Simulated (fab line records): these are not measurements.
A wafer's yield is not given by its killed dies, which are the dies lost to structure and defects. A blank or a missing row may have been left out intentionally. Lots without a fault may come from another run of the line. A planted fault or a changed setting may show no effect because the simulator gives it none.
Chamber matching | flow n5-finfet | N5_FIN_SAQP_MANDREL2_REMOVE_60 on rie-si-01: 4 sister chambers
The step chemistry HBr/Cl2/O2, target a-Si, stops on SiNx, bt time 10 s. 24 wafers are shown with their chamber, then 12 later ones without.

WAFERS, EACH WITH ITS CHAMBER
wafer  | chamber | drypump-motor-current-A (A) | oes-product-au (a.u.)
L074.1 | 3       | 4.7                         | 0.987
L074.3 | 1       | 5.6                         | 0.967
L074.4 | 2       | 5.5                         | 0.959
L077.3 | 1       | 5.6                         | 0.977
L077.5 | 0       | 6.2                         | 1.017
L077.6 | 1       | 5.6                         | 0.971
L081.1 | 1       | 5.6                         | 0.974
L081.2 | 3       | 4.7                         | 0.993
L081.6 | 2       | 5.5                         | 0.981
L082.1 | 2       | 5.5                         | 0.965
L082.3 | 0       | 6.2                         | 1.014
L082.4 | 1       | 5.6                         | 0.969
L084.1 | 1       | 5.6                         | 0.978
L084.2 | 2       | 5.5                         | 0.970
L084.5 | 0       | 6.2                         | 1.024
L085.2 | 2       | 5.5                         | 0.967
L085.4 | 3       | 4.7                         | 0.992
L085.6 | 3       | 4.7                         | 0.992
L087.2 | 0       | 6.2                         | 1.010
L087.4 | 3       | 4.7                         | 0.977
L087.6 | 2       | 5.5                         | 0.955
L088.2 | 0       | 6.3                         | 1.014
L088.4 | 3       | 4.7                         | 1.001
L088.6 | 0       | 6.3                         | 1.016

SIGNATURES (averages over the wafers above)
reading                 | chamber 0 | chamber 1 | chamber 2 | chamber 3 | scatter within a chamber
drypump-motor-current-A | 6.233     | 5.600     | 5.500     | 4.700     | 0.0258
oes-product-au          | 1.01583   | 0.97267   | 0.96617   | 0.99033   | 0.00683
Rule: for each reading, subtract the chamber's mean from the wafer's reading, divide by that reading's scatter and square the result; add these up over the readings and take the root, which gives the wafer's distance from the chamber. The wafer belongs to the nearest chamber; if the next one is less than 2 further off, it can't be placed. The scatter: take each reading less its chamber's mean, square it, sum over the shown wafers, divide by the number of wafers less the number of chambers, and take the root.

WAFERS MISSING THEIR CHAMBER
wafer  | drypump-motor-current-A (A) | oes-product-au (a.u.)
L089.1 | 4.7                         | 0.999
L089.3 | 6.2                         | 1.015
L089.6 | 5.5                         | 0.970
L090.2 | 5.5                         | 0.965
L090.3 | 5.6                         | 0.967
L090.5 | 6.2                         | 1.009
L092.2 | 5.6                         | 0.967
L092.3 | 4.7                         | 0.996
L092.5 | 5.5                         | 0.968
L095.1 | 5.5                         | 0.964
L095.2 | 5.6                         | 0.964
L095.3 | 6.3                         | 1.019

CHAMBER TAKEN BY EACH
wafer  | from the rows above | in truth
L089.1 | 3                   | 3
L089.3 | 0                   | 0
L089.6 | 2                   | 2
L090.2 | 2                   | 2
L090.3 | 1                   | 1
L090.5 | 0                   | 0
L092.2 | 1                   | 1
L092.3 | 3                   | 3
L092.5 | 2                   | 2
L095.1 | 2                   | 2
L095.2 | 1                   | 1
L095.3 | 0                   | 0
Correctly placed: 12 of 12. Left unplaced by these rows: 0. Number placed wrongly: 0.
